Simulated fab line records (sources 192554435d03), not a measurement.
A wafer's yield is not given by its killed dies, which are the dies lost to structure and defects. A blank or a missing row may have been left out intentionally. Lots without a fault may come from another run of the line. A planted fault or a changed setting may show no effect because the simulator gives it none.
Split-lot experiment ; flow n5Finfet ; on a route of 1938 steps: 7 lots, 39 wafers read

== ABOUT THE SPLIT ==
At N5_SD_EPI_N_EPI_21 (deposits Si:P, time 690 s), the setting epiGrowthTimeS was moved away from the recipe's 690 s on 12 of the 39 wafers read, by -38.0% to +37.8%. For the rest of the wafers, this setting stayed at what the recipe calls for.

The reading comes from the split's own step.

== THE READING ==
Si-P_of_SD_EPI_N_EPI_21.thkNm (the simulator's own value, which no gauge read), in nm, at N5_SD_EPI_N_EPI_21 (deposits Si:P, time 690 s). There is no usual value for it anywhere in the file. The 27 wafers here that ran the recipe average 58.9 nm, standard deviation 0.53 nm.

wafer;tool, chamber at the split;epiGrowthTimeS as run, s;against the recipe;Si-P_of_SD_EPI_N_EPI_21.thkNm, nm;against lot-mates on the recipe
L074.1;epiRpcvd-02, 0;690;recipe;58.6;-
L074.5;epiRpcvd-02, 0;690;recipe;59.2;-
L074.6;epiRpcvd-02, 0;690;recipe;59.2;-
L076.1;epiRpcvd-04, 0;880.6;+27.6%;69.4;+10.5
L076.2;epiRpcvd-04, 0;690;recipe;58.4;-
L076.3;epiRpcvd-04, 0;690;recipe;58.8;-
L076.4;epiRpcvd-04, 0;880.6;+27.6%;70.6;+11.7
L076.5;epiRpcvd-04, 0;880.6;+27.6%;70.4;+11.5
L076.6;epiRpcvd-04, 0;690;recipe;59.6;-
L077.1;epiRpcvd-02, 0;869.9;+26.1%;70.4;+10.9
L077.2;epiRpcvd-02, 0;690;recipe;59.8;-
L077.3;epiRpcvd-02, 0;869.9;+26.1%;69.6;+10.1
L077.6;epiRpcvd-02, 0;869.9;+26.1%;69.6;+10.1
L077.4;epiRpcvd-02, 0;690;recipe;60;-
L077.5;epiRpcvd-02, 0;690;recipe;58.8;-
L078.1;epiRpcvd-04, 0;428.1;-38.0%;39.4;-18.9
L078.2;epiRpcvd-04, 0;690;recipe;57.4;-
L078.3;epiRpcvd-04, 0;428.1;-38.0%;38.4;-19.9
L078.4;epiRpcvd-04, 0;690;recipe;59.2;-
L078.5;epiRpcvd-04, 0;428.1;-38.0%;39.2;-19.1
L078.6;epiRpcvd-04, 0;690;recipe;58.2;-
L093.1;epiRpcvd-04, 0;690;recipe;58.6;-
L093.2;epiRpcvd-04, 0;950.6;+37.8%;74.4;+15.6
L093.3;epiRpcvd-04, 0;950.6;+37.8%;74.2;+15.4
L093.4;epiRpcvd-04, 0;690;recipe;58.8;-
L093.5;epiRpcvd-04, 0;690;recipe;59;-
L093.6;epiRpcvd-04, 0;950.6;+37.8%;75;+16.2
L096.1;epiRpcvd-03, 0;690;recipe;59;-
L096.2;epiRpcvd-03, 0;690;recipe;58.8;-
L096.4;epiRpcvd-03, 0;690;recipe;58.8;-
L096.6;epiRpcvd-03, 0;690;recipe;58.8;-
L096.3;epiRpcvd-03, 0;690;recipe;59.4;-
L096.5;epiRpcvd-03, 0;690;recipe;58.6;-
L097.1;epiRpcvd-02, 0;690;recipe;59;-
L097.2;epiRpcvd-02, 0;690;recipe;58.6;-
L097.3;epiRpcvd-02, 0;690;recipe;59.4;-
L097.4;epiRpcvd-02, 0;690;recipe;58.8;-
L097.5;epiRpcvd-02, 0;690;recipe;58.4;-
L097.6;epiRpcvd-02, 0;690;recipe;59.6;-

THE FIT
A straight line over all 39 wafers: Si-P_of_SD_EPI_N_EPI_21.thkNm changes by +0.457 nm for each +1% of epiGrowthTimeS; r = +0.99; the points scatter about the line by 0.99 nm.
The same after taking each lot's own level away (the mean of its wafers on the recipe; 39 wafers): +0.448 nm for each +1%; r = +0.99; scatter 0.87 nm.
That fit puts the effect of the largest move of epiGrowthTimeS on the reading at 17 nm.
The lots' own levels span 58.27 to 59.53 nm, that is 2.4 times the standard deviation above.
The two slopes agree, so the slope changes little with the lot-to-lot level.
Check: with one of the wafers moved furthest among these (-38.0%) left out of the fit, the line predicts -17.2 nm for it against its lot-mates. Against them it came out at -18.9 nm.

== FURTHER SPLITS ON THESE WAFERS ==
Note: prior to the reading, these wafers also went through further splits. Each is held against what the fit with the lots' levels taken away leaves over:
other split on the same wafers;wafers away from the commonest value;r with Si-P_of_SD_EPI_N_EPI_21.thkNm (lot level and that fit taken away)
N5_FIN_SAQP_HM_DEP_03 timeS;12;+0.11
N5_DUMMY_GATE_ETCH_31 targetDepthA;18;-0.02

== THE WHOLE CHAIN: every reading that the file lists as answering this split, in the file's order ==
step;what it does;reading;change (the file's fit);r (the file's)
N5_SD_EPI_N_EPI_21;deposits Si:P, time 690 s;Si-P_of_SD_EPI_N_EPI_21.thkNm (the simulator's own value, which no gauge read);+0.442 nm for each +1% of the setting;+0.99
N5_SD_EPI_N_EPI_MEAS_23;;thkNm;withheld for each +1% of the setting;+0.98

== FILE'S OWN FIT ==
Si-P_of_SD_EPI_N_EPI_21.thkNm changes by +0.442 nm for each +1% of epiGrowthTimeS, r = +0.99.
